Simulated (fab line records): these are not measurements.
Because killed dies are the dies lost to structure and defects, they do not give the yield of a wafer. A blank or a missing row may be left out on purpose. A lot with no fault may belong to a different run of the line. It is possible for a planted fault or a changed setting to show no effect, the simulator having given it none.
Chamber matching	flow nandHarc	4 sister chambers for NHARC_A_SGD_CUT_ETCHBACK_24 on rieDiel-08
The step etches the open film in CH3F/O2, target depth 50 nm, time 92.857 s. 8 wafers are shown with their chamber, then 12 later ones without.

== EACH WAFER AND ITS CHAMBER ==
wafer	chamber	showerheadPlenumPTorr (Torr)	rfVppV (V)
L086.2	2	2.49	243.3
L086.6	3	2.48	243.9
L088.2	1	2.42	244.7
L088.4	3	2.48	244.0
L088.5	0	2.55	245.2
L090.2	2	2.49	244.3
L090.3	0	2.54	246.0
L090.4	1	2.42	243.4

== WAFERS WHOSE CHAMBER IS MISSING ==
wafer	showerheadPlenumPTorr (Torr)	rfVppV (V)
L091.2	2.54	245.4
L091.4	2.49	243.3
L091.5	2.49	244.8
L092.1	2.42	243.1
L092.3	2.48	246.2
L092.6	2.42	244.1
L094.1	2.42	242.3
L094.2	2.49	245.5
L094.4	2.48	244.3
L096.2	2.54	245.8
L096.5	2.42	244.8
L096.6	2.49	245.2

== EACH ONE'S CHAMBER ==
wafer	from the rows above	in truth
L091.2	0	0
L091.4	2	2
L091.5	can't be placed: 2 or 3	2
L092.1	1	1
L092.3	can't be placed: 3 or 2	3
L092.6	1	1
L094.1	1	1
L094.2	can't be placed: 2 or 3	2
L094.4	3	3
L096.2	0	0
L096.5	1	1
L096.6	can't be placed: 2 or 3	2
Placed correctly: 8 of 12. Unplaceable from these rows: 4, with the true chamber sitting among the candidates in 4. Wrongly placed: 0.
How it was worked out, from the rows above alone: a wafer's distance from a chamber is the root of the sum, over the readings, of the square of ((its reading less the chamber's mean) divided by the reading's scatter). If the next closest chamber is less than 2 further off than the closest, the wafer can't be placed; otherwise it belongs to the closest. A chamber's mean is the mean of its shown wafers. The scatter: the root of (the sum of the squares of (reading less its chamber's mean) over the shown wafers, divided by (wafers less chambers)).
